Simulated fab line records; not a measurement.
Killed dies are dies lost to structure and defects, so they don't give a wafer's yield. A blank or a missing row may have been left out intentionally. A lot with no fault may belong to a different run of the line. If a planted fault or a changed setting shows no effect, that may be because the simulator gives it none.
Matching of chambers -- flow nand-harc -- NHARC_A_BLC_CMP_25 on cmp-03: 4 sister chambers
The step polishes, t overpolish 30 s, target thk 150 nm. 7 wafers are shown with their chamber, then 7 later ones without.

WAFERS, EACH WITH ITS CHAMBER
wafer,chamber,motor-current-A (A),time-to-endpoint-s (s)
L077.1,0,13.6,28
L075.5,2,13.2,27
L079.1,3,13.7,29
L079.5,2,12.3,31
L079.6,1,11.9,33
L076.1,3,12.2,30
L076.2,1,12.0,34

WAFERS WHOSE CHAMBER IS MISSING
wafer,motor-current-A (A),time-to-endpoint-s (s)
L076.5,12.3,29
L092.4,12.8,25
L092.5,13.0,25
L092.6,12.2,26
L093.3,14.7,25
L093.4,11.3,28
L093.5,12.5,24

WHICH CHAMBER EACH ONE RAN IN
wafer,from the rows above,in truth
L076.5,can't be placed: 2 or 3 or 0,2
L092.4,can't be placed: 0 or 2 or 3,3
L092.5,can't be placed: 0 or 2 or 3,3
L092.6,can't be placed: 2 or 0 or 3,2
L093.3,can't be placed: 0 or 3 or 2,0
L093.4,can't be placed: 2 or 3 or 0 or 1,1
L093.5,can't be placed: 0 or 2 or 3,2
Correctly placed: 0 of 7. From these rows, 7 cannot be placed; in 7 the true chamber is one of the candidates. Number placed wrongly: 0.
How it was worked out, from the rows above alone: a wafer's distance from a chamber is the root of the sum, over the readings, of the square of ((its reading less the chamber's mean) divided by the reading's scatter). The wafer belongs to the nearest chamber; if the next one is less than 2 further off, it can't be placed. A chamber's mean is the mean of its shown wafers. The scatter: take each reading less its chamber's mean, square it, sum over the shown wafers, divide by the number of wafers less the number of chambers, and take the root.
